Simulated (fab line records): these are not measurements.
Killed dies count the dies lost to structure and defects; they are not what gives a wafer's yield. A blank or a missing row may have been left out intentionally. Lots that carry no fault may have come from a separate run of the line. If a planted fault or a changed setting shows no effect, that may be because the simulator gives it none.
Chamber matching    flow nand-harc    NHARC_A_WL_FILL_ALD_00 on ald-hk-02 has 4 sister chambers
The step deposits Al2O3, target thk 3 nm, pulse time 3 s, ald cycles 30. 8 wafers are shown with their chamber, then 11 later ones without.

== WAFERS, EACH WITH ITS CHAMBER ==
wafer   chamber  heater-power-w (W)  precursor-pulse-height-rel
L079.1  1        464                 1.011
L079.4  0        517                 0.990
L079.6  1        461                 0.977
L079.5  2        445                 1.008
L078.2  2        440                 0.991
L078.3  3        399                 0.987
L078.6  3        394                 1.009
L082.1  0        515                 1.028

== WAFERS WHOSE CHAMBER IS MISSING ==
wafer   heater-power-w (W)  precursor-pulse-height-rel
L082.4  375                 0.999
L082.5  443                 1.043
L084.1  479                 1.014
L084.3  426                 0.999
L084.4  515                 0.955
L095.2  369                 0.978
L095.4  477                 1.025
L095.5  446                 1.011
L093.1  513                 1.012
L093.2  446                 1.001
L093.3  482                 0.993

== EACH ONE'S CHAMBER ==
wafer   from the rows above  in truth
L082.4  3                    3
L082.5  2                    2
L084.1  1                    1
L084.3  2                    2
L084.4  0                    0
L095.2  3                    3
L095.4  1                    1
L095.5  2                    2
L093.1  0                    0
L093.2  2                    2
L093.3  1                    1
11 of 11 placed correctly. Can't be placed from these rows: 0. 0 placed wrongly.
How it was worked out, from the rows above alone: a wafer's distance from a chamber is the root of the sum, over the readings, of the square of ((its reading less the chamber's mean) divided by the reading's scatter). If the next closest chamber is less than 2 further off than the closest, the wafer can't be placed; otherwise it belongs to the closest. The mean given for a chamber averages the wafers shown for that chamber. The scatter is the square root of a quotient: the sum, over the shown wafers, of each reading's squared deviation from its chamber's mean, divided by wafers minus chambers.
